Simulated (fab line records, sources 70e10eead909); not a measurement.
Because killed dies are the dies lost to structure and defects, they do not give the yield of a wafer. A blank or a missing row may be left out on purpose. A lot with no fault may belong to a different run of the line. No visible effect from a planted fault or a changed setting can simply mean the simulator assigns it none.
Which tool was responsible? :: flow nandHarc :: Sampling: 12 lots, 34 wafers, 6 of 1302 route steps

## WHAT THE GAUGES READ, wafer by wafer
NHARC_A_BONDPAD_THK_MEAS_20: measures by xrf.
lot: L311
measured: day 24 14:53
on: filmMetro-02
thkNm (nm): 168.9 169.5 168.0

lot: L312
measured: day 26 00:37
on: filmMetro-02
thkNm (nm): 167.6 168.9 168.1

lot: L314
measured: day 26 03:34
on: filmMetro-02
thkNm (nm): 169.3 169.2 165.8

lot: L316
measured: day 26 23:00
on: filmMetro-01
thkNm (nm): 168.0 169.1 172.3

lot: L318
measured: day 27 12:50
on: filmMetro-01
thkNm (nm): 30.3 31.2 31.8

lot: L317
measured: day 27 17:28
on: filmMetro-02
thkNm (nm): 30.9

lot: L319
measured: day 28 01:14
on: filmMetro-02
thkNm (nm): 30.4 29.4 28.4

lot: L321
measured: day 28 14:53
on: filmMetro-02
thkNm (nm): 170.0 172.4 169.6

lot: L322
measured: day 29 11:29
on: filmMetro-01
thkNm (nm): 169.5 167.7 170.1

lot: L324
measured: day 30 20:50
on: filmMetro-01
thkNm (nm): 170.9 171.6 167.3

lot: L327
measured: day 31 10:25
on: filmMetro-01
thkNm (nm): 169.2 168.8 168.8

lot: L328
measured: day 32 06:01
on: filmMetro-02
thkNm (nm): 167.6 172.4 172.1

NHARC_END_SORT_01.
lot: L318
measured: day 28 16:50
on: prober-01
defectLimitedYield (%): 0 0 0
killedAtArray: 670 672 673
killedAtOther: 0 1 0
killedAtPeriphery: 7 4 4
killedDies: 677 677 677
killedOpen: 3 0 1
killedShort: 1 1 1

lot: L321
measured: day 29 21:09
on: prober-02
defectLimitedYield (%): 89.5 89.8 90.4
killedAtArray: 66 65 60
killedAtOther: 1 1 0
killedAtPeriphery: 4 3 5
killedDies: 71 69 65
killedOpen: 5 2 3
killedShort: 3 3 4

## WHICH TOOL RAN EACH LOT (tool, then ch and the chambers of the sampled wafers, then the start)
lot: L311
NHARC_A_BONDPAD_ETCH_12: rieDiel-10 ch 0,1,3, day 24 13:50 or earlier
NHARC_A_BONDPAD_ETCH_24: rieDiel-12 ch 1,2,3, day 24 13:50 or earlier
NHARC_A_BONDPAD_PRE_CLEAN_26: pvdSputter-01, day 24 13:50 or earlier
NHARC_A_BONDPAD_ECD_18: ecdCu-02 ch 0,1, day 24 13:50

lot: L312
NHARC_A_BONDPAD_ETCH_12: rieDiel-09 ch 1,2,3, day 25 23:35 or earlier
NHARC_A_BONDPAD_ETCH_24: rieDiel-12 ch 0,1,3, day 25 23:35 or earlier
NHARC_A_BONDPAD_PRE_CLEAN_26: pvdSputter-02, day 25 23:35 or earlier
NHARC_A_BONDPAD_ECD_18: ecdCu-01 ch 0,1, day 25 23:35

lot: L314
NHARC_A_BONDPAD_ETCH_12: rieDiel-12 ch 0,1,2, day 26 01:46 or earlier
NHARC_A_BONDPAD_ETCH_24: rieDiel-12 ch 0,1,2, day 26 01:46
NHARC_A_BONDPAD_PRE_CLEAN_26: pvdSputter-02, day 26 02:36 or earlier
NHARC_A_BONDPAD_ECD_18: ecdCu-01 ch 0,1, day 26 02:36

lot: L316
NHARC_A_BONDPAD_ETCH_12: rieDiel-10 ch 0,1,3, day 26 22:00 or earlier
NHARC_A_BONDPAD_ETCH_24: rieDiel-10 ch 1,3, day 26 22:00 or earlier
NHARC_A_BONDPAD_PRE_CLEAN_26: pvdSputter-01, day 26 22:00 or earlier
NHARC_A_BONDPAD_ECD_18: ecdCu-01 ch 0,1, day 26 22:00

lot: L318
NHARC_A_BONDPAD_ETCH_12: rieDiel-10 ch 0,2,3, day 27 11:50 or earlier
NHARC_A_BONDPAD_ETCH_24: rieDiel-12 ch 0,1, day 27 11:50 or earlier
NHARC_A_BONDPAD_PRE_CLEAN_26: pvdSputter-02, day 27 11:50 or earlier
NHARC_A_BONDPAD_ECD_18: ecdCu-01 ch 0,1, day 27 11:50

lot: L317
NHARC_A_BONDPAD_ETCH_12: rieDiel-09 ch 1, day 27 16:34 or earlier
NHARC_A_BONDPAD_ETCH_24: rieDiel-12 ch 3, day 27 16:34 or earlier
NHARC_A_BONDPAD_PRE_CLEAN_26: pvdSputter-01, day 27 16:34 or earlier
NHARC_A_BONDPAD_ECD_18: ecdCu-02 ch 0, day 27 16:34

lot: L319
NHARC_A_BONDPAD_ETCH_12: rieDiel-10 ch 1,2, day 28 00:11 or earlier
NHARC_A_BONDPAD_ETCH_24: rieDiel-12 ch 0,1,3, day 28 00:11 or earlier
NHARC_A_BONDPAD_PRE_CLEAN_26: pvdSputter-01, day 28 00:11 or earlier
NHARC_A_BONDPAD_ECD_18: ecdCu-01 ch 0, day 28 00:11

lot: L321
NHARC_A_BONDPAD_ETCH_12: rieDiel-10 ch 0,3, day 28 13:53 or earlier
NHARC_A_BONDPAD_ETCH_24: rieDiel-09 ch 0,1,3, day 28 13:53 or earlier
NHARC_A_BONDPAD_PRE_CLEAN_26: pvdSputter-01, day 28 13:53 or earlier
NHARC_A_BONDPAD_ECD_18: ecdCu-02 ch 0,1, day 28 13:53

lot: L322
NHARC_A_BONDPAD_ETCH_12: rieDiel-10 ch 0,1,2, day 29 10:29 or earlier
NHARC_A_BONDPAD_ETCH_24: rieDiel-10 ch 0,1,2, day 29 10:29 or earlier
NHARC_A_BONDPAD_PRE_CLEAN_26: pvdSputter-03, day 29 10:29 or earlier
NHARC_A_BONDPAD_ECD_18: ecdCu-01 ch 0,1, day 29 10:29

lot: L324
NHARC_A_BONDPAD_ETCH_12: rieDiel-12 ch 1,2,3, day 30 19:50 or earlier
NHARC_A_BONDPAD_ETCH_24: rieDiel-12 ch 0,2,3, day 30 19:50 or earlier
NHARC_A_BONDPAD_PRE_CLEAN_26: pvdSputter-01, day 30 19:50 or earlier
NHARC_A_BONDPAD_ECD_18: ecdCu-01 ch 0,1, day 30 19:50

lot: L327
NHARC_A_BONDPAD_ETCH_12: rieDiel-12 ch 0,1,2, day 31 09:25 or earlier
NHARC_A_BONDPAD_ETCH_24: rieDiel-10 ch 1,2, day 31 09:25 or earlier
NHARC_A_BONDPAD_PRE_CLEAN_26: pvdSputter-02, day 31 09:25 or earlier
NHARC_A_BONDPAD_ECD_18: ecdCu-02 ch 0, day 31 09:25

lot: L328
NHARC_A_BONDPAD_ETCH_12: rieDiel-10 ch 1,2, day 32 05:01 or earlier
NHARC_A_BONDPAD_ETCH_24: rieDiel-10 ch 0,1,2, day 32 05:01 or earlier
NHARC_A_BONDPAD_PRE_CLEAN_26: pvdSputter-01, day 32 05:01 or earlier
NHARC_A_BONDPAD_ECD_18: ecdCu-02 ch 0,1, day 32 05:01
- NHARC_A_BONDPAD_ETCH_12: etches the open film in CHF3/O2, target depth 220 nm, time 110 s.
- NHARC_A_BONDPAD_ETCH_24: etches the open film in CF4/N2, target depth 30 nm, time 72.99 s.
- NHARC_A_BONDPAD_PRE_CLEAN_26: time 30 s.
- NHARC_A_BONDPAD_ECD_18: material Cu, target thk 400 nm.

## AS READ BY THE TOOLS THEMSELVES (means over the sampled wafers that have a number; for cases with no such wafer, the mark the record gives instead)
NHARC_A_BONDPAD_ETCH_12.
lot: L311
tool: rieDiel-10
biasW (W): 199.8
drypumpMotorCurrentA (A): 5.1
o2FlowSccm (sccm): 9.99
oesProductAu (a.u.): 0.958
rfVppV (V): 370.2
showerheadPlenumPTorr (Torr): 2.37
throttleValvePct (%): 20.576

lot: L312
tool: rieDiel-09
biasW (W): 200.0
drypumpMotorCurrentA (A): 5.9
o2FlowSccm (sccm): 10.03
oesProductAu (a.u.): 0.929
rfVppV (V): 370.7
showerheadPlenumPTorr (Torr): 2.42
throttleValvePct (%): 20.579

lot: L314
tool: rieDiel-12
biasW (W): 199.4
drypumpMotorCurrentA (A): 6.3
o2FlowSccm (sccm): 10.02
oesProductAu (a.u.): 0.965
rfVppV (V): 369.6
showerheadPlenumPTorr (Torr): 2.35
throttleValvePct (%): 20.567

lot: L316
tool: rieDiel-10
biasW (W): 199.6
drypumpMotorCurrentA (A): 5.1
o2FlowSccm (sccm): 10.02
oesProductAu (a.u.): 0.965
rfVppV (V): 370.3
showerheadPlenumPTorr (Torr): 2.37
throttleValvePct (%): 20.573

lot: L318
tool: rieDiel-10
biasW (W): 199.9
drypumpMotorCurrentA (A): 5.3
o2FlowSccm (sccm): 10.00
oesProductAu (a.u.): 0.947
rfVppV (V): 372.0
showerheadPlenumPTorr (Torr): 2.41
throttleValvePct (%): 20.564

lot: L317
tool: rieDiel-09
biasW (W): 200.7
drypumpMotorCurrentA (A): 5.6
o2FlowSccm (sccm): 9.98
oesProductAu (a.u.): 0.918
rfVppV (V): 371.8
showerheadPlenumPTorr (Torr): 2.51
throttleValvePct (%): 20.569

lot: L319
tool: rieDiel-10
biasW (W): 199.9
drypumpMotorCurrentA (A): 5.0
o2FlowSccm (sccm): 10.02
oesProductAu (a.u.): 0.964
rfVppV (V): 368.3
showerheadPlenumPTorr (Torr): 2.32
throttleValvePct (%): 20.573

lot: L321
tool: rieDiel-10
biasW (W): 200.1
drypumpMotorCurrentA (A): 5.1
o2FlowSccm (sccm): 9.99
oesProductAu (a.u.): 0.950
rfVppV (V): 371.3
showerheadPlenumPTorr (Torr): 2.40
throttleValvePct (%): 20.572

lot: L322
tool: rieDiel-10
biasW (W): 199.6
drypumpMotorCurrentA (A): 5.3
o2FlowSccm (sccm): 9.99
oesProductAu (a.u.): 0.921
rfVppV (V): 370.5
showerheadPlenumPTorr (Torr): 2.38
throttleValvePct (%): 20.572

lot: L324
tool: rieDiel-12
biasW (W): 200.3
drypumpMotorCurrentA (A): 6.0
o2FlowSccm (sccm): 9.97
oesProductAu (a.u.): 0.926
rfVppV (V): 368.8
showerheadPlenumPTorr (Torr): 2.32
throttleValvePct (%): 20.562

lot: L327
tool: rieDiel-12
biasW (W): 199.8
drypumpMotorCurrentA (A): 6.3
o2FlowSccm (sccm): 9.98
oesProductAu (a.u.): 0.924
rfVppV (V): 369.1
showerheadPlenumPTorr (Torr): 2.34
throttleValvePct (%): 20.578

lot: L328
tool: rieDiel-10
biasW (W): 200.1
drypumpMotorCurrentA (A): 5.0
o2FlowSccm (sccm): 10.02
oesProductAu (a.u.): 0.942
rfVppV (V): 368.1
showerheadPlenumPTorr (Torr): 2.32
throttleValvePct (%): 20.575

NHARC_A_BONDPAD_ETCH_24.
lot: L311
tool: rieDiel-12
biasW (W): 100.0
drypumpMotorCurrentA (A): 6.0
oesProductAu (a.u.): 1.007
rfVppV (V): 312.2
showerheadPlenumPTorr (Torr): 2.55
throttleValvePct (%): 19.801

lot: L312
tool: rieDiel-12
biasW (W): 99.9
drypumpMotorCurrentA (A): 6.4
oesProductAu (a.u.): 1.004
rfVppV (V): 312.2
showerheadPlenumPTorr (Torr): 2.53
throttleValvePct (%): 19.790

lot: L314
tool: rieDiel-12
biasW (W): 100.2
drypumpMotorCurrentA (A): 6.3
oesProductAu (a.u.): 1.003
rfVppV (V): 313.2
showerheadPlenumPTorr (Torr): 2.58
throttleValvePct (%): 19.795

lot: L316
tool: rieDiel-10
biasW (W): 100.2
drypumpMotorCurrentA (A): 4.9
oesProductAu (a.u.): 1.001
rfVppV (V): 311.9
showerheadPlenumPTorr (Torr): 2.55
throttleValvePct (%): 19.792

lot: L318
tool: rieDiel-12
biasW (W): 100.2
drypumpMotorCurrentA (A): 6.7
oesProductAu (a.u.): 0.992
rfVppV (V): 312.4
showerheadPlenumPTorr (Torr): 2.55
throttleValvePct (%): 19.796

lot: L317
tool: rieDiel-12
biasW (W): 99.8
drypumpMotorCurrentA (A): 5.8
oesProductAu (a.u.): 1.003
rfVppV (V): 311.7
showerheadPlenumPTorr (Torr): 2.50
throttleValvePct (%): 19.800

lot: L319
tool: rieDiel-12
biasW (W): 100.0
drypumpMotorCurrentA (A): 6.4
oesProductAu (a.u.): 0.995
rfVppV (V): 314.0
showerheadPlenumPTorr (Torr): 2.52
throttleValvePct (%): 19.789

lot: L321
tool: rieDiel-09
biasW (W): 100.0
drypumpMotorCurrentA (A): 6.0
oesProductAu (a.u.): 1.003
rfVppV (V): 313.7
showerheadPlenumPTorr (Torr): 2.63
throttleValvePct (%): 19.793

lot: L322
tool: rieDiel-10
biasW (W): 100.0
drypumpMotorCurrentA (A): 5.4
oesProductAu (a.u.): 0.988
rfVppV (V): 313.5
showerheadPlenumPTorr (Torr): 2.61
throttleValvePct (%): 19.802

lot: L324
tool: rieDiel-12
biasW (W): 100.0
drypumpMotorCurrentA (A): 6.0
oesProductAu (a.u.): 1.004
rfVppV (V): 313.2
showerheadPlenumPTorr (Torr): 2.57
throttleValvePct (%): 19.785

lot: L327
tool: rieDiel-10
biasW (W): 99.9
drypumpMotorCurrentA (A): 5.2
oesProductAu (a.u.): 0.983
rfVppV (V): 312.8
showerheadPlenumPTorr (Torr): 2.58
throttleValvePct (%): 19.800

lot: L328
tool: rieDiel-10
biasW (W): 100.2
drypumpMotorCurrentA (A): 5.4
oesProductAu (a.u.): 0.996
rfVppV (V): 314.3
showerheadPlenumPTorr (Torr): 2.61
throttleValvePct (%): 19.806

NHARC_A_BONDPAD_PRE_CLEAN_26.
lot: L311
tool: pvdSputter-01
heaterPowerW (W): 413

lot: L312
tool: pvdSputter-02
heaterPowerW (W): 405

lot: L314
tool: pvdSputter-02
heaterPowerW (W): 408

lot: L316
tool: pvdSputter-01
heaterPowerW (W): 402

lot: L318
tool: pvdSputter-02
heaterPowerW (W): 410

lot: L317
tool: pvdSputter-01
heaterPowerW (W): 454

lot: L319
tool: pvdSputter-01
heaterPowerW (W): 450

lot: L321
tool: pvdSputter-01
heaterPowerW (W): 428

lot: L322
tool: pvdSputter-03
heaterPowerW (W): 439

lot: L324
tool: pvdSputter-01
heaterPowerW (W): 371

lot: L327
tool: pvdSputter-02
heaterPowerW (W): 438

lot: L328
tool: pvdSputter-01
heaterPowerW (W): 386

NHARC_A_BONDPAD_ECD_18.
lot: L311
tool: ecdCu-02
bathHeatDutyPct (%): 6.7
bathTempC (C): 24.83

lot: L312
tool: ecdCu-01
bathHeatDutyPct (%): 5.7
bathTempC (C): 25.06

lot: L314
tool: ecdCu-01
bathHeatDutyPct (%): 5.9
bathTempC (C): 25.10

lot: L316
tool: ecdCu-01
bathHeatDutyPct (%): 5.7
bathTempC (C): 24.94

lot: L318
tool: ecdCu-01
bathHeatDutyPct (%): -
bathTempC (C): -

lot: L317
tool: ecdCu-02
bathHeatDutyPct (%): -
bathTempC (C): -

lot: L319
tool: ecdCu-01
bathHeatDutyPct (%): -
bathTempC (C): -

lot: L321
tool: ecdCu-02
bathHeatDutyPct (%): 7.1
bathTempC (C): 25.08

lot: L322
tool: ecdCu-01
bathHeatDutyPct (%): 5.8
bathTempC (C): 25.02

lot: L324
tool: ecdCu-01
bathHeatDutyPct (%): 6.2
bathTempC (C): 25.14

lot: L327
tool: ecdCu-02
bathHeatDutyPct (%): 7.1
bathTempC (C): 24.84

lot: L328
tool: ecdCu-02
bathHeatDutyPct (%): 6.4
bathTempC (C): 24.99

## THE ANSWER, worked out from the rows above alone
Rule: the usual values come from the lots themselves. The widest of any qualifying gaps counts: lots, ordered by their means at a reading, are off when they make up no more than a third of the lots, leave a main group of 4 or more, and stand apart from it by 3 or more times the standard deviation of that group's means. The tables above print the reading to a certain number of digits; a main group whose means all agree to those digits is not used. A lot without any number at a reading at which 4 lots or more have one is off too. Where the step has rows for the other lots, those lots are counted as sound. After the gauges, taken in route order, come the tools' own readings; for these a lot's mean is taken, as printed above. The first step at which some lot is off is used, and at that step the reading that is off furthest; a lot without a number counts as furthest.
Off: L318, L317, L319, at NHARC_A_BONDPAD_THK_MEAS_20 (thkNm). For the main group the mean is 169.4 nm and the standard deviation 0.91.
If a tool, at a process step before that reading, ran all the lots that are off and no sound lot after the first of them, it fits. The gauges at NHARC_A_BONDPAD_THK_MEAS_20 aren't tried: what is off there is off at NHARC_A_BONDPAD_ECD_18 too, on other tools, and a gauge's error can't cause that. With no start given for some of its lots, NHARC_A_BONDPAD_ETCH_12 uses the hours and lot order of NHARC_A_BONDPAD_ECD_18. With no start given for some of its lots, NHARC_A_BONDPAD_ETCH_24 uses the hours and lot order of NHARC_A_BONDPAD_ECD_18. With no start given for some of its lots, NHARC_A_BONDPAD_PRE_CLEAN_26 uses the hours and lot order of NHARC_A_BONDPAD_ECD_18. Of those tried, none fits.

## WHAT THE SIMULATOR HAD INSERTED
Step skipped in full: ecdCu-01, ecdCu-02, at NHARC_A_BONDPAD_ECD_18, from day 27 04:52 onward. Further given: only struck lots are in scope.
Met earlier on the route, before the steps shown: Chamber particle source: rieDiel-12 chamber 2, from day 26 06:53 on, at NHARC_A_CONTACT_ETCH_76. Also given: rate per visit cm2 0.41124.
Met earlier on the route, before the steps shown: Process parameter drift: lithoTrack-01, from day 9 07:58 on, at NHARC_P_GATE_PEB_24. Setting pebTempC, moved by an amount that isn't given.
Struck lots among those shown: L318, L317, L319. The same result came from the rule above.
